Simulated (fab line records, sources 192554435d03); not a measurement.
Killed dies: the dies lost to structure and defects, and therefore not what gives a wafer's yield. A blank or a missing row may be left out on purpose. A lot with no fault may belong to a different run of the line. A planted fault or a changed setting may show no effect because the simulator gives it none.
Split-lot study	flow n5Finfet	39 wafers read across 7 lots, on a route 1938 steps long

ON THE SPLIT
At N5_BEOL_M6_ALD_77 (deposits TaN, target thk 2 nm, pulse time 2 s, purge time 3 s), the setting aldCycles was moved away from the recipe's 40 on 12 of the 39 wafers read, by -47.5% to -17.5%. This setting was run at the recipe's value on the other wafers.

The reading comes from the split's own step.

THE READING
TaN_of_BEOL_M6_ALD_77.thkNm (the simulator's own value, which no gauge read), in nm, at N5_BEOL_M6_ALD_77 (deposits TaN, target thk 2 nm, pulse time 2 s, purge time 3 s). There is no usual value for it anywhere in the file.

wafer	tool, chamber at the split	aldCycles as run	against the recipe	TaN_of_BEOL_M6_ALD_77.thkNm, nm	against lot-mates on the recipe
L075.1	aldMetal-03, 1,2,3,0,0,1	40	recipe	2	-
L075.2	aldMetal-03, 1,2,3,0,0,1	40	recipe	2	-
L075.3	aldMetal-03, 1,2,3,0,0,1	40	recipe	2	-
L075.4	aldMetal-03, 1,2,3,0,0,1	40	recipe	2	-
L075.5	aldMetal-03, 1,2,3,0,0,1	40	recipe	2	-
L075.6	aldMetal-03, 1,2,3,0,0,1	40	recipe	2	-
L077.2	aldMetal-04, 3,0,3	40	recipe	2	-
L077.5	aldMetal-04, 3,0,3	40	recipe	2	-
L077.6	aldMetal-04, 3,0,3	40	recipe	2	-
L078.1	aldMetal-01, 3,1,1	40	recipe	2	-
L078.4	aldMetal-01, 3,1,1	40	recipe	2	-
L078.5	aldMetal-01, 3,1,1	40	recipe	2	-
L078.2	aldMetal-01, 2,0,2	31	-22.5%	1.6	-0.4
L078.3	aldMetal-01, 2,0,2	31	-22.5%	1.6	-0.4
L078.6	aldMetal-01, 2,0,2	31	-22.5%	1.6	-0.4
L080.1	aldMetal-01, 3,1,2,0,1,2	40	recipe	2	-
L080.2	aldMetal-01, 3,1,2,0,1,2	40	recipe	2	-
L080.3	aldMetal-01, 3,1,2,0,1,2	40	recipe	2	-
L080.4	aldMetal-01, 3,1,2,0,1,2	40	recipe	2	-
L080.5	aldMetal-01, 3,1,2,0,1,2	40	recipe	2	-
L080.6	aldMetal-01, 3,1,2,0,1,2	40	recipe	2	-
L088.1	aldMetal-01, 3,0,1	31	-22.5%	1.6	-0.4
L088.3	aldMetal-01, 3,0,1	31	-22.5%	1.6	-0.4
L088.5	aldMetal-01, 3,0,1	31	-22.5%	1.6	-0.4
L088.2	aldMetal-01, 1,2,0	40	recipe	2	-
L088.4	aldMetal-01, 1,2,0	40	recipe	2	-
L088.6	aldMetal-01, 1,2,0	40	recipe	2	-
L090.1	aldMetal-03, 0,2,3	21	-47.5%	1	-1.0
L090.5	aldMetal-03, 0,2,3	21	-47.5%	1	-1.0
L090.6	aldMetal-03, 0,2,3	21	-47.5%	1	-1.0
L090.2	aldMetal-03, 1,3,2	40	recipe	2	-
L090.3	aldMetal-03, 1,3,2	40	recipe	2	-
L090.4	aldMetal-03, 1,3,2	40	recipe	2	-
L096.1	aldMetal-01, 2,3,1	40	recipe	2	-
L096.4	aldMetal-01, 2,3,1	40	recipe	2	-
L096.5	aldMetal-01, 2,3,1	40	recipe	2	-
L096.2	aldMetal-01, 1,0,0	33	-17.5%	1.6	-0.4
L096.3	aldMetal-01, 1,0,0	33	-17.5%	1.6	-0.4
L096.6	aldMetal-01, 1,0,0	33	-17.5%	1.6	-0.4
When a row names more than one chamber, that row covers several wafers, and the file does not tell which wafer ran in which chamber.

FIT RESULTS
A straight line over all 39 wafers: TaN_of_BEOL_M6_ALD_77.thkNm changes by +0.0204 nm for each +1% of aldCycles; r = +1.00; the points scatter about the line by 0.028 nm.
The same after taking each lot's own level away (the mean of its wafers on the recipe; 39 wafers): +0.0204 nm for each +1%; r = +1.00; scatter 0.028 nm.
Per that fit: largest aldCycles move, reading shift of 0.97 nm.
The lots' own levels span 2.00 to 2.00 nm.
The two slopes agree, so the slope changes little with the lot-to-lot level.
Check: for one of the wafers moved furthest among these (-47.5%), held out of the fit, the line's prediction against its lot-mates is -0.955 nm. It came out at -1 nm against them.

OTHER SPLITS ON THESE WAFERS
These wafers also went through other splits before the reading. Each is held against what the fit with the lots' levels taken away leaves over:
other split on the same wafers	wafers away from the commonest value	r with TaN_of_BEOL_M6_ALD_77.thkNm (lot level and that fit taken away)
N5_ZERO_LAYER_ETCH_18 targetDepthA	15	-0.23
N5_ILD0_PRECLEAN_10 timeS	9	+0.25
N5_MOL_CONTACT_COAG_CVD_140 targetThkA	18	+0.30
N5_BEOL_M3_ILD_DEP_00 timeS	15	+0.06

FILE'S OWN FIT
TaN_of_BEOL_M6_ALD_77.thkNm changes by +0.0203 nm for each +1% of aldCycles, r = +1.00.
